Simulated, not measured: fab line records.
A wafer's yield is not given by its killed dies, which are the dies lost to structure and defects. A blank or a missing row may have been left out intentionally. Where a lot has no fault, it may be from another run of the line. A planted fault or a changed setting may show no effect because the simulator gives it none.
Problem report, 8D (eight disciplines) form, completed by code || flow nand harc || the parts of the form that need people (team, actions taken, sign-off) are left out

1. PROBLEM STATEMENT
Wafers without a fault read 3.7, standard deviation 3; killed at periphery at NHARC_END_SORT_01 reads a mean of 34.5 on 2 wafers belonging to 2 lots. That is +10 standard deviations from the usual mean.
First seen on wafer L311.6, day 26 18:53, on prober-01. The record has a number at this step for 2 wafers belonging to 2 lots. By rule, "out" or "out of limits" means more than 4 standard deviations away from the usual mean. Any other wafer with a number is counted as sound.

2. WHAT THIS IS AND IS NOT
{"question": "which readings at this step", "is": "killed at periphery", "is not": "killed at array, killed at other, killed open, killed short"}
{"question": "which lots", "is": "L311, L313", "is not": "-"}
{"question": "which wafers of those lots", "is": "all that have a number", "is not": "-"}
{"question": "read on which gauges", "is": "prober-01, prober-02", "is not": "-"}
{"question": "when", "is": "from day 26 18:53", "is not": "up to then (0 sound wafers)"}

3. SUSPECTS, AND WHAT RULES EACH OUT
Counting: a tool at a process step up to the reading stays a suspect if it ran every lot that is out and no sound lot after the first of them.
- ruled out: the gauge at NHARC_END_SORT_01. 2 gauges (prober-01, prober-02) read the wafers that are out.
- rie diel-07 at NHARC_P_M1_ETCH_35 (etches the open film in N2/H2, target depth 40 nm, overetch 12 nm, time 43.94 s): kept. It ran every lot that is out, first L311 (day 8 12:22), and no sound lot after that.
- rie diel-11 at NHARC_P_M1_ETCH_28 (etches the open film in CF4/N2, target depth 30 nm, time 72.99 s): kept. It ran every lot that is out, first L311 (day 8 14:34), and no sound lot after that. NHARC_P_M1_ETCH_28: start missing for some lots; hours and lot order therefore follow NHARC_P_M1_CMP_23.
The count leaves rie diel-11 at NHARC_P_M1_ETCH_28 and rie diel-07 at NHARC_P_M1_ETCH_35.

4. THE CAUSE (what the simulator had put in)
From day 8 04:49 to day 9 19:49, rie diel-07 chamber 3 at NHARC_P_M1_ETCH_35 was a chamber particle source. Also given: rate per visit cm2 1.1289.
This tool is one of the 2 suspects left after counting.

5. SEQUENCE OF EFFECTS, ordered by route
Each row: a reading whose mean over the struck wafers that have a number lies more than 3 standard deviations from the usual. Only readings whose record carries a usual standard deviation are examined. hours: median over the lots of the time between each lot's start at the first step of this table that gives one and its start at this step. sigmas: the change, counted in usual standard deviations.
{"hours": 0, "step": "NHARC_END_SORT_01", "reading": "killed at periphery", "usual": 3.7, "on struck wafers": 34.5, "change": "+30.8", "sigmas": "+10"}

6. WHAT WOULD HAVE CAUGHT IT SOONER
In this record the first reading out of limits at a measuring or inspecting step was taken at day 26 18:53, 446 hours after the fault began at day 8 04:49.
An alarm limit of 4 standard deviations would not have fired on the tool readings at NHARC_P_M1_ETCH_35 for which the record gives a usual standard deviation, since none of them was out on any struck wafer.
Each of the lots that are out, 2 in all, had begun NHARC_P_M1_ETCH_35 on rie diel-07 no later than day 26 18:53. None of them would have been spared by holding the tool at that moment.
